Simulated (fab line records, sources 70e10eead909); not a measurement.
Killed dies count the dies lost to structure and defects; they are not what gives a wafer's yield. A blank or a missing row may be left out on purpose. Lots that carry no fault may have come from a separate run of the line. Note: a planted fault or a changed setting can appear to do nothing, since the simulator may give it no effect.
8D (eight disciplines) problem report, filled in by code	flow nand_harc	the parts of the form that need people (team, actions taken, sign-off) are left out

1. PROBLEM STATEMENT
At NHARC_P_BONDPAD_ETCH_24, run_length_s averages 74.7 s over 3 wafers from 2 lots, while fault-free wafers read 94.4 s, standard deviation 0.39. Relative to the usual mean, that is a shift of -51 standard deviations.
The step: etches the open film in CF4/N2, target depth 30 nm, time 72.99 s.
Earliest sighting: wafer L572.4 on rie_diel-04 at day 10 07:40. Wafers with a number at this step in the record: 42, from 14 lots. Rule for "out" (also "out of limits"): further than 4 standard deviations from the usual mean. The other wafers with a number count as sound.

2. WHAT IT IS AND WHAT IT IS NOT
question	is	is not
which readings at this step	run_length_s	drypump_motor_current_A, n2_flow_sccm, rf_vpp_V, showerhead_plenum_p_Torr, throttle_valve_pct
which lots	L572, L575	L557, L558, L560, L561, L562, L563, L564, L565, L566, L567, L569, L570
which wafers of those lots	L572.4, L575.2, L575.6	L572.2, L572.6, L575.3
read on which tools	rie_diel-04	rie_diel-03
when	from day 10 07:40	up to then (38 sound wafers); but 1 sound wafer of L575 came after

3. WHAT RULES OUT EACH SUSPECT
Counting: if a tool at a process step up to the reading ran every lot that is out, it stays a suspect. Sound lots after the first of them don't rule it out here, since some wafers of a struck lot are sound.
- rie_diel-04 at NHARC_P_BONDPAD_STRIP_15 (strips in O2): kept. Every lot that is out went through it, the first being L572 (day 10 07:31); the last sound lot it ran before that was L570 (day 9 13:07).
- rie_diel-04 at NHARC_P_BONDPAD_ETCH_24 (etches the open film in CF4/N2, target depth 30 nm, time 72.99 s): kept. Every lot that is out went through it, the first being L572 (day 10 07:40); the last sound lot it ran before that was L570 (day 9 13:16). Its own readings are out on those wafers: run_length_s.
- Within rie_diel-04 at NHARC_P_BONDPAD_ETCH_24: the wafers that are out ran in chamber 2; their sound lot-mates ran in chambers 0, 3.
Left after counting: rie_diel-04 at NHARC_P_BONDPAD_STRIP_15, rie_diel-04 at NHARC_P_BONDPAD_ETCH_24.

4. THE CAUSE (what the simulator had put in)
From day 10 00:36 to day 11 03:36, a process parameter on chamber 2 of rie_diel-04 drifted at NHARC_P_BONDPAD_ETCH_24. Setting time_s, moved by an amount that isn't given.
Counting leaves 2 suspects; this tool is one of them.

5. SEQUENCE OF EFFECTS, ordered by route
One row per reading whose mean, taken over the struck wafers that have a number, lies over 3 standard deviations from the usual. Scope: only readings with a usual standard deviation given in the record; hours: median across lots of the time from each lot's start at the first step in this table that gives one to its start at this step; sigmas: change in usual standard deviations.
hours	step	reading	usual	on struck wafers	change	sigmas
0	NHARC_P_BONDPAD_ETCH_24	run_length_s	94.4 s	74.7	-19.7	-51
The process steps in it:
- NHARC_P_BONDPAD_ETCH_24: etches the open film in CF4/N2, target depth 30 nm, time 72.99 s.
Readings that are blank on the struck wafers while sound wafers have them: bias_w at NHARC_P_BONDPAD_ETCH_24.

6. HOW IT WOULD HAVE BEEN CAUGHT EARLIER
In this record no reading fell out of limits until day 10 07:40, 7 hours after the fault had begun at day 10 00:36.
